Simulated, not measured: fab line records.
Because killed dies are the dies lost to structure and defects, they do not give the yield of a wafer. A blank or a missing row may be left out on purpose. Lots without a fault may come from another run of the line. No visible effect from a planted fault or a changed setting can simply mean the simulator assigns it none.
Which of the tools did it? || flow n5-finfet || 11 lots with 32 wafers sampled at 5 steps, on a route of 1938 steps

## WHAT THE GAUGES READ, wafer by wafer
Not one reading of a measure or inspect step in the record can be checked against a usual standard deviation.

## WHAT TOOL EACH LOT RAN ON (gives the tool, then ch and the chambers of the sampled wafers, and finally the start)
{"lot": "L647", "N5_BEOL_M7_ETCH_66": "rie-diel-06 ch 0,3, day 9 09:07", "N5_BEOL_M7_VIA_ETCH_34": "rie-diel-06 ch 0,3, day 9 09:13", "N5_BEOL_M7_DEGAS_44": "pvd-sputter-03, day 9 11:12", "N5_BEOL_M7_ALD_77": "ald-metal-04 ch 1,2, day 9 11:20", "N5_PASSIVATION_PROBE_49": "prober-01, day 12 09:40"}
{"lot": "L648", "N5_BEOL_M7_ETCH_66": "rie-diel-06 ch 0,1, day 10 02:25", "N5_BEOL_M7_VIA_ETCH_34": "rie-diel-06 ch 0,1, day 10 02:31", "N5_BEOL_M7_DEGAS_44": "pvd-sputter-01, day 10 03:22", "N5_BEOL_M7_ALD_77": "ald-metal-02 ch 0,2,3, day 10 03:30", "N5_PASSIVATION_PROBE_49": "prober-02, day 13 09:38"}
{"lot": "L649", "N5_BEOL_M7_ETCH_66": "rie-diel-06 ch 2,3, day 10 08:23", "N5_BEOL_M7_VIA_ETCH_34": "rie-diel-06 ch 2,3, day 10 08:29", "N5_BEOL_M7_DEGAS_44": "pvd-sputter-01, day 10 09:20", "N5_BEOL_M7_ALD_77": "ald-metal-02 ch 0,2,3, day 10 09:26", "N5_PASSIVATION_PROBE_49": "prober-02, day 14 03:50"}
{"lot": "L652", "N5_BEOL_M7_ETCH_66": "rie-diel-05 ch 0,1,2, day 10 11:18", "N5_BEOL_M7_VIA_ETCH_34": "rie-diel-05 ch 0,1,2, day 10 11:24", "N5_BEOL_M7_DEGAS_44": "pvd-sputter-01, day 10 12:12", "N5_BEOL_M7_ALD_77": "ald-metal-02 ch 0,1,2, day 10 12:32", "N5_PASSIVATION_PROBE_49": "prober-01, day 13 16:22"}
{"lot": "L654", "N5_BEOL_M7_ETCH_66": "rie-diel-02 ch 0,1,3, day 11 21:45", "N5_BEOL_M7_VIA_ETCH_34": "rie-diel-02 ch 0,1,3, day 11 21:51", "N5_BEOL_M7_DEGAS_44": "pvd-sputter-03, day 11 23:07", "N5_BEOL_M7_ALD_77": "ald-metal-02 ch 1,2,3, day 11 23:13", "N5_PASSIVATION_PROBE_49": "prober-01, day 15 03:05"}
{"lot": "L656", "N5_BEOL_M7_ETCH_66": "rie-diel-05 ch 0,1, day 12 03:50", "N5_BEOL_M7_VIA_ETCH_34": "rie-diel-05 ch 0,1, day 12 03:56", "N5_BEOL_M7_DEGAS_44": "pvd-sputter-01, day 12 04:42", "N5_BEOL_M7_ALD_77": "ald-metal-01 ch 0,2, day 12 04:48", "N5_PASSIVATION_PROBE_49": "prober-02, day 15 04:40"}
{"lot": "L657", "N5_BEOL_M7_ETCH_66": "rie-diel-02 ch 2,3, day 12 05:28", "N5_BEOL_M7_VIA_ETCH_34": "rie-diel-02 ch 2,3, day 12 05:34", "N5_BEOL_M7_DEGAS_44": "pvd-sputter-01, day 12 06:20", "N5_BEOL_M7_ALD_77": "ald-metal-04 ch 0,3, day 12 06:26", "N5_PASSIVATION_PROBE_49": "prober-02, day 15 15:31"}
{"lot": "L661", "N5_BEOL_M7_ETCH_66": "rie-diel-02 ch 0,1, day 14 02:54", "N5_BEOL_M7_VIA_ETCH_34": "rie-diel-02 ch 0,1, day 14 03:00", "N5_BEOL_M7_DEGAS_44": "pvd-sputter-01, day 14 04:02", "N5_BEOL_M7_ALD_77": "ald-metal-04 ch 1,2, day 14 04:08", "N5_PASSIVATION_PROBE_49": "prober-01, day 17 07:52"}
{"lot": "L667", "N5_BEOL_M7_ETCH_66": "rie-diel-06 ch 0,1,2, day 15 20:37", "N5_BEOL_M7_VIA_ETCH_34": "rie-diel-06 ch 0,1,2, day 15 20:43", "N5_BEOL_M7_DEGAS_44": "pvd-sputter-01, day 15 21:52", "N5_BEOL_M7_ALD_77": "ald-metal-04 ch 0,1,3, day 15 21:59", "N5_PASSIVATION_PROBE_49": "prober-02, day 19 02:49"}
{"lot": "L669", "N5_BEOL_M7_ETCH_66": "rie-diel-06 ch 0,1,3, day 16 09:37", "N5_BEOL_M7_VIA_ETCH_34": "rie-diel-06 ch 0,1,3, day 16 09:43", "N5_BEOL_M7_DEGAS_44": "pvd-sputter-01, day 16 10:30", "N5_BEOL_M7_ALD_77": "ald-metal-01 ch 0,1,2, day 16 10:37", "N5_PASSIVATION_PROBE_49": "prober-01, day 19 23:20"}
{"lot": "L668", "N5_BEOL_M7_ETCH_66": "rie-diel-05 ch 0, day 16 10:31", "N5_BEOL_M7_VIA_ETCH_34": "rie-diel-05 ch 0, day 16 10:47", "N5_BEOL_M7_DEGAS_44": "pvd-sputter-03, day 16 13:21", "N5_BEOL_M7_ALD_77": "ald-metal-01 ch 2,3, day 16 13:27", "N5_PASSIVATION_PROBE_49": "prober-02, day 19 23:50"}
- N5_BEOL_M7_ETCH_66: etches SOC in N2/H2, target depth 80 nm, overetch 16 nm, time 120 s.
- N5_BEOL_M7_VIA_ETCH_34: etches SiCOH lowk in C4F6/O2, target depth 125.5 nm, time 50.5 s.
- N5_BEOL_M7_DEGAS_44: time 60 s.
- N5_BEOL_M7_ALD_77: deposits TaN, target thk 2 nm, pulse time 2 s, purge time 3 s.
- N5_PASSIVATION_PROBE_49

## WHAT THE TOOLS THEMSELVES READ (means of the sampled wafers that have a number; where no wafer has one, the mark that the record gives instead)
N5_BEOL_M7_ETCH_66. Usual: drypump-motor-current-A 6.1 A, standard deviation 0.47; oes-product-au 0.58 a.u., standard deviation 0.062; rf-vpp-V 523.7 V, standard deviation 2.3; showerhead-plenum-p-Torr 2.53 Torr, standard deviation 0.077; throttle-valve-pct 17.87 %, standard deviation 0.25.
{"lot": "L647", "tool": "rie-diel-06", "drypump-motor-current-A (A)": 5.9, "oes-product-au (a.u.)": 0.60, "rf-vpp-V (V)": 525.6, "showerhead-plenum-p-Torr (Torr)": 2.61, "throttle-valve-pct (%)": 17.84, "flag": ""}
{"lot": "L648", "tool": "rie-diel-06", "drypump-motor-current-A (A)": 6.3, "oes-product-au (a.u.)": 0.64, "rf-vpp-V (V)": 525.0, "showerhead-plenum-p-Torr (Torr)": 2.54, "throttle-valve-pct (%)": 17.63, "flag": ""}
{"lot": "L649", "tool": "rie-diel-06", "drypump-motor-current-A (A)": 6.0, "oes-product-au (a.u.)": 0.54, "rf-vpp-V (V)": 525.0, "showerhead-plenum-p-Torr (Torr)": 2.56, "throttle-valve-pct (%)": 17.98, "flag": ""}
{"lot": "L652", "tool": "rie-diel-05", "drypump-motor-current-A (A)": 6.1, "oes-product-au (a.u.)": 0.58, "rf-vpp-V (V)": 523.6, "showerhead-plenum-p-Torr (Torr)": 2.51, "throttle-valve-pct (%)": 17.81, "flag": ""}
{"lot": "L654", "tool": "rie-diel-02", "drypump-motor-current-A (A)": 6.2, "oes-product-au (a.u.)": 0.56, "rf-vpp-V (V)": 524.1, "showerhead-plenum-p-Torr (Torr)": 2.54, "throttle-valve-pct (%)": 18.07, "flag": ""}
{"lot": "L656", "tool": "rie-diel-05", "drypump-motor-current-A (A)": 5.9, "oes-product-au (a.u.)": 0.63, "rf-vpp-V (V)": 523.3, "showerhead-plenum-p-Torr (Torr)": 2.53, "throttle-valve-pct (%)": 17.67, "flag": ""}
{"lot": "L657", "tool": "rie-diel-02", "drypump-motor-current-A (A)": 6.3, "oes-product-au (a.u.)": 0.56, "rf-vpp-V (V)": 521.5, "showerhead-plenum-p-Torr (Torr)": 2.46, "throttle-valve-pct (%)": 18.07, "flag": ""}
{"lot": "L661", "tool": "rie-diel-02", "drypump-motor-current-A (A)": 6.2, "oes-product-au (a.u.)": 0.54, "rf-vpp-V (V)": 525.9, "showerhead-plenum-p-Torr (Torr)": 2.58, "throttle-valve-pct (%)": 18.07, "flag": ""}
{"lot": "L667", "tool": "rie-diel-06", "drypump-motor-current-A (A)": 6.3, "oes-product-au (a.u.)": 0.63, "rf-vpp-V (V)": 524.8, "showerhead-plenum-p-Torr (Torr)": 2.57, "throttle-valve-pct (%)": 17.70, "flag": ""}
{"lot": "L669", "tool": "rie-diel-06", "drypump-motor-current-A (A)": 5.9, "oes-product-au (a.u.)": 0.57, "rf-vpp-V (V)": 523.6, "showerhead-plenum-p-Torr (Torr)": 2.54, "throttle-valve-pct (%)": 17.81, "flag": ""}
{"lot": "L668", "tool": "rie-diel-05", "drypump-motor-current-A (A)": 5.9, "oes-product-au (a.u.)": 0.64, "rf-vpp-V (V)": 524.3, "showerhead-plenum-p-Torr (Torr)": 2.58, "throttle-valve-pct (%)": 17.45, "flag": ""}

N5_BEOL_M7_VIA_ETCH_34. Usual: drypump-motor-current-A 6.1 A, standard deviation 0.46; oes_ar_750_au 0.76 a.u., standard deviation 0.079; oes-product-au 0.76 a.u., standard deviation 0.087; rf-vpp-V 670 V, standard deviation 11; showerhead-plenum-p-Torr 2.84 Torr, standard deviation 0.09; throttle-valve-pct 20.91 %, standard deviation 0.26.
{"lot": "L647", "tool": "rie-diel-06", "drypump-motor-current-A (A)": 5.9, "oes_ar_750_au (a.u.)": 0.78, "oes-product-au (a.u.)": 0.78, "rf-vpp-V (V)": 681, "showerhead-plenum-p-Torr (Torr)": 2.94, "throttle-valve-pct (%)": 20.97, "flag": ""}
{"lot": "L648", "tool": "rie-diel-06", "drypump-motor-current-A (A)": 6.2, "oes_ar_750_au (a.u.)": 0.82, "oes-product-au (a.u.)": 0.84, "rf-vpp-V (V)": 674, "showerhead-plenum-p-Torr (Torr)": 2.85, "throttle-valve-pct (%)": 20.65, "flag": ""}
{"lot": "L649", "tool": "rie-diel-06", "drypump-motor-current-A (A)": 5.9, "oes_ar_750_au (a.u.)": 0.72, "oes-product-au (a.u.)": 0.72, "rf-vpp-V (V)": 682, "showerhead-plenum-p-Torr (Torr)": 2.87, "throttle-valve-pct (%)": 21.13, "flag": ""}
{"lot": "L652", "tool": "rie-diel-05", "drypump-motor-current-A (A)": 6.1, "oes_ar_750_au (a.u.)": 0.77, "oes-product-au (a.u.)": 0.76, "rf-vpp-V (V)": 664, "showerhead-plenum-p-Torr (Torr)": 2.81, "throttle-valve-pct (%)": 20.82, "flag": ""}
{"lot": "L654", "tool": "rie-diel-02", "drypump-motor-current-A (A)": 6.2, "oes_ar_750_au (a.u.)": 0.73, "oes-product-au (a.u.)": 0.72, "rf-vpp-V (V)": 668, "showerhead-plenum-p-Torr (Torr)": 2.83, "throttle-valve-pct (%)": 21.04, "flag": ""}
{"lot": "L656", "tool": "rie-diel-05", "drypump-motor-current-A (A)": 5.9, "oes_ar_750_au (a.u.)": 0.81, "oes-product-au (a.u.)": 0.81, "rf-vpp-V (V)": 672, "showerhead-plenum-p-Torr (Torr)": 2.83, "throttle-valve-pct (%)": 20.68, "flag": ""}
{"lot": "L657", "tool": "rie-diel-02", "drypump-motor-current-A (A)": 6.3, "oes_ar_750_au (a.u.)": 0.74, "oes-product-au (a.u.)": 0.73, "rf-vpp-V (V)": 654, "showerhead-plenum-p-Torr (Torr)": 2.74, "throttle-valve-pct (%)": 21.00, "flag": ""}
{"lot": "L661", "tool": "rie-diel-02", "drypump-motor-current-A (A)": 6.1, "oes_ar_750_au (a.u.)": 0.70, "oes-product-au (a.u.)": 0.69, "rf-vpp-V (V)": 675, "showerhead-plenum-p-Torr (Torr)": 2.88, "throttle-valve-pct (%)": 21.07, "flag": ""}
{"lot": "L667", "tool": "rie-diel-06", "drypump-motor-current-A (A)": 6.3, "oes_ar_750_au (a.u.)": 0.82, "oes-product-au (a.u.)": 0.84, "rf-vpp-V (V)": 677, "showerhead-plenum-p-Torr (Torr)": 2.88, "throttle-valve-pct (%)": 20.76, "flag": ""}
{"lot": "L669", "tool": "rie-diel-06", "drypump-motor-current-A (A)": 5.9, "oes_ar_750_au (a.u.)": 0.74, "oes-product-au (a.u.)": 0.75, "rf-vpp-V (V)": 678, "showerhead-plenum-p-Torr (Torr)": 2.84, "throttle-valve-pct (%)": 20.85, "flag": ""}
{"lot": "L668", "tool": "rie-diel-05", "drypump-motor-current-A (A)": 6.0, "oes_ar_750_au (a.u.)": 0.82, "oes-product-au (a.u.)": 0.82, "rf-vpp-V (V)": 671, "showerhead-plenum-p-Torr (Torr)": 2.87, "throttle-valve-pct (%)": 20.45, "flag": ""}

N5_BEOL_M7_DEGAS_44. Usual: heater-power-w 340 W, standard deviation 22.
{"lot": "L647", "tool": "pvd-sputter-03", "heater-power-w (W)": 345, "flag": ""}
{"lot": "L648", "tool": "pvd-sputter-01", "heater-power-w (W)": 346, "flag": ""}
{"lot": "L649", "tool": "pvd-sputter-01", "heater-power-w (W)": 330, "flag": ""}
{"lot": "L652", "tool": "pvd-sputter-01", "heater-power-w (W)": 338, "flag": ""}
{"lot": "L654", "tool": "pvd-sputter-03", "heater-power-w (W)": 327, "flag": ""}
{"lot": "L656", "tool": "pvd-sputter-01", "heater-power-w (W)": 343, "flag": ""}
{"lot": "L657", "tool": "pvd-sputter-01", "heater-power-w (W)": 338, "flag": ""}
{"lot": "L661", "tool": "pvd-sputter-01", "heater-power-w (W)": 334, "flag": ""}
{"lot": "L667", "tool": "pvd-sputter-01", "heater-power-w (W)": 335, "flag": ""}
{"lot": "L669", "tool": "pvd-sputter-01", "heater-power-w (W)": 335, "flag": ""}
{"lot": "L668", "tool": "pvd-sputter-03", "heater-power-w (W)": 327, "flag": ""}

N5_BEOL_M7_ALD_77. Usual: heater-power-w 408 W, standard deviation 42.
{"lot": "L647", "tool": "ald-metal-04", "heater-power-w (W)": 399, "flag": ""}
{"lot": "L648", "tool": "ald-metal-02", "heater-power-w (W)": 447, "flag": ""}
{"lot": "L649", "tool": "ald-metal-02", "heater-power-w (W)": 449, "flag": ""}
{"lot": "L652", "tool": "ald-metal-02", "heater-power-w (W)": 453, "flag": ""}
{"lot": "L654", "tool": "ald-metal-02", "heater-power-w (W)": 438, "flag": ""}
{"lot": "L656", "tool": "ald-metal-01", "heater-power-w (W)": 450, "flag": ""}
{"lot": "L657", "tool": "ald-metal-04", "heater-power-w (W)": 361, "flag": ""}
{"lot": "L661", "tool": "ald-metal-04", "heater-power-w (W)": 412, "flag": ""}
{"lot": "L667", "tool": "ald-metal-04", "heater-power-w (W)": 352, "flag": ""}
{"lot": "L669", "tool": "ald-metal-01", "heater-power-w (W)": 424, "flag": ""}
{"lot": "L668", "tool": "ald-metal-01", "heater-power-w (W)": 381, "flag": ""}

N5_PASSIVATION_PROBE_49. Usual: defect-limited-yield 91.3 %, standard deviation 1.4; killed_at_M0_to_M3 33, standard deviation 11; killed_at_M4_up 15, standard deviation 6.2; killed-at-contacts 13, standard deviation 6.5; killed-at-front-end 38, standard deviation 11; killed-at-other 3.4, standard deviation 2.6; killed-dies 102, standard deviation 17; killed-open 67, standard deviation 12; killed-short 34, standard deviation 7.9; sort_bin_5_function 5.1 %, standard deviation 0.88; sort_bin_6_memory 3.3 %, standard deviation 0.65; sort-n-pass 1078, standard deviation 17; sort-yield-pct 91.3 %, standard deviation 1.4.
{"lot": "L647", "tool": "prober-01", "defect-limited-yield (%)": 92.4, "killed_at_M0_to_M3": 19, "killed_at_M4_up": 13, "killed-at-contacts": 25, "killed-at-front-end": 32, "killed-at-other": 0.3, "killed-dies": 89, "killed-open": 59, "killed-short": 30, "sort_bin_5_function (%)": 4.9, "sort_bin_6_memory (%)": 2.5, "sort-n-pass": 1091, "sort-yield-pct (%)": 92.4, "flag": ""}
{"lot": "L648", "tool": "prober-02", "defect-limited-yield (%)": 91.7, "killed_at_M0_to_M3": 38, "killed_at_M4_up": 7, "killed-at-contacts": 14, "killed-at-front-end": 36, "killed-at-other": 2.0, "killed-dies": 98, "killed-open": 62, "killed-short": 34, "sort_bin_5_function (%)": 4.9, "sort_bin_6_memory (%)": 3.1, "sort-n-pass": 1082, "sort-yield-pct (%)": 91.7, "flag": ""}
{"lot": "L649", "tool": "prober-02", "defect-limited-yield (%)": 91.7, "killed_at_M0_to_M3": 37, "killed_at_M4_up": 13, "killed-at-contacts": 11, "killed-at-front-end": 30, "killed-at-other": 5.3, "killed-dies": 98, "killed-open": 63, "killed-short": 32, "sort_bin_5_function (%)": 5.0, "sort_bin_6_memory (%)": 3.0, "sort-n-pass": 1082, "sort-yield-pct (%)": 91.7, "flag": ""}
{"lot": "L652", "tool": "prober-01", "defect-limited-yield (%)": 92.7, "killed_at_M0_to_M3": 27, "killed_at_M4_up": 13, "killed-at-contacts": 9, "killed-at-front-end": 35, "killed-at-other": 2.0, "killed-dies": 86, "killed-open": 52, "killed-short": 32, "sort_bin_5_function (%)": 4.4, "sort_bin_6_memory (%)": 2.5, "sort-n-pass": 1094, "sort-yield-pct (%)": 92.7, "flag": ""}
{"lot": "L654", "tool": "prober-01", "defect-limited-yield (%)": 91.6, "killed_at_M0_to_M3": 37, "killed_at_M4_up": 8, "killed-at-contacts": 16, "killed-at-front-end": 36, "killed-at-other": 2.0, "killed-dies": 99, "killed-open": 63, "killed-short": 34, "sort_bin_5_function (%)": 4.7, "sort_bin_6_memory (%)": 3.5, "sort-n-pass": 1081, "sort-yield-pct (%)": 91.6, "flag": ""}
{"lot": "L656", "tool": "prober-02", "defect-limited-yield (%)": 90.2, "killed_at_M0_to_M3": 36, "killed_at_M4_up": 10, "killed-at-contacts": 9, "killed-at-front-end": 57, "killed-at-other": 4.0, "killed-dies": 116, "killed-open": 69, "killed-short": 41, "sort_bin_5_function (%)": 5.3, "sort_bin_6_memory (%)": 3.9, "sort-n-pass": 1064, "sort-yield-pct (%)": 90.2, "flag": ""}
{"lot": "L657", "tool": "prober-02", "defect-limited-yield (%)": 92.3, "killed_at_M0_to_M3": 33, "killed_at_M4_up": 15, "killed-at-contacts": 5, "killed-at-front-end": 36, "killed-at-other": 2.3, "killed-dies": 90, "killed-open": 55, "killed-short": 34, "sort_bin_5_function (%)": 4.4, "sort_bin_6_memory (%)": 3.0, "sort-n-pass": 1090, "sort-yield-pct (%)": 92.3, "flag": ""}
{"lot": "L661", "tool": "prober-01", "defect-limited-yield (%)": 92.7, "killed_at_M0_to_M3": 30, "killed_at_M4_up": 12, "killed-at-contacts": 8, "killed-at-front-end": 35, "killed-at-other": 1.0, "killed-dies": 86, "killed-open": 62, "killed-short": 25, "sort_bin_5_function (%)": 4.1, "sort_bin_6_memory (%)": 3.0, "sort-n-pass": 1094, "sort-yield-pct (%)": 92.7, "flag": ""}
{"lot": "L667", "tool": "prober-02", "defect-limited-yield (%)": 92.1, "killed_at_M0_to_M3": 24, "killed_at_M4_up": 13, "killed-at-contacts": 15, "killed-at-front-end": 31, "killed-at-other": 9.7, "killed-dies": 93, "killed-open": 59, "killed-short": 32, "sort_bin_5_function (%)": 5.1, "sort_bin_6_memory (%)": 2.4, "sort-n-pass": 1087, "sort-yield-pct (%)": 92.1, "flag": ""}
{"lot": "L669", "tool": "prober-01", "defect-limited-yield (%)": 90.8, "killed_at_M0_to_M3": 27, "killed_at_M4_up": 25, "killed-at-contacts": 12, "killed-at-front-end": 42, "killed-at-other": 3.3, "killed-dies": 109, "killed-open": 76, "killed-short": 31, "sort_bin_5_function (%)": 5.3, "sort_bin_6_memory (%)": 3.7, "sort-n-pass": 1071, "sort-yield-pct (%)": 90.8, "flag": ""}
{"lot": "L668", "tool": "prober-02", "defect-limited-yield (%)": 93.9, "killed_at_M0_to_M3": 26, "killed_at_M4_up": 15, "killed-at-contacts": 5, "killed-at-front-end": 25, "killed-at-other": 1.0, "killed-dies": 72, "killed-open": 45, "killed-short": 27, "sort_bin_5_function (%)": 3.5, "sort_bin_6_memory (%)": 2.5, "sort-n-pass": 1108, "sort-yield-pct (%)": 93.9, "flag": ""}

## THE ANSWER, worked out from the rows above alone
Rule: a lot is off if the mean of its wafers that have a number lies more than 3 standard deviations from the usual mean. A lot without any number at a reading at which 4 lots or more have one is off too. Any other lot the step has rows for is counted as sound. Order of review: gauges by route order, followed by the tools' own readings, for which a lot's mean as printed above is used. At the first step where some lot is off, the reading lying furthest off is the one used; lots without a number count as furthest.
No lot is off at any reading shown: from this, nothing can be told.

## WHAT WAS PUT IN BY THE SIMULATOR
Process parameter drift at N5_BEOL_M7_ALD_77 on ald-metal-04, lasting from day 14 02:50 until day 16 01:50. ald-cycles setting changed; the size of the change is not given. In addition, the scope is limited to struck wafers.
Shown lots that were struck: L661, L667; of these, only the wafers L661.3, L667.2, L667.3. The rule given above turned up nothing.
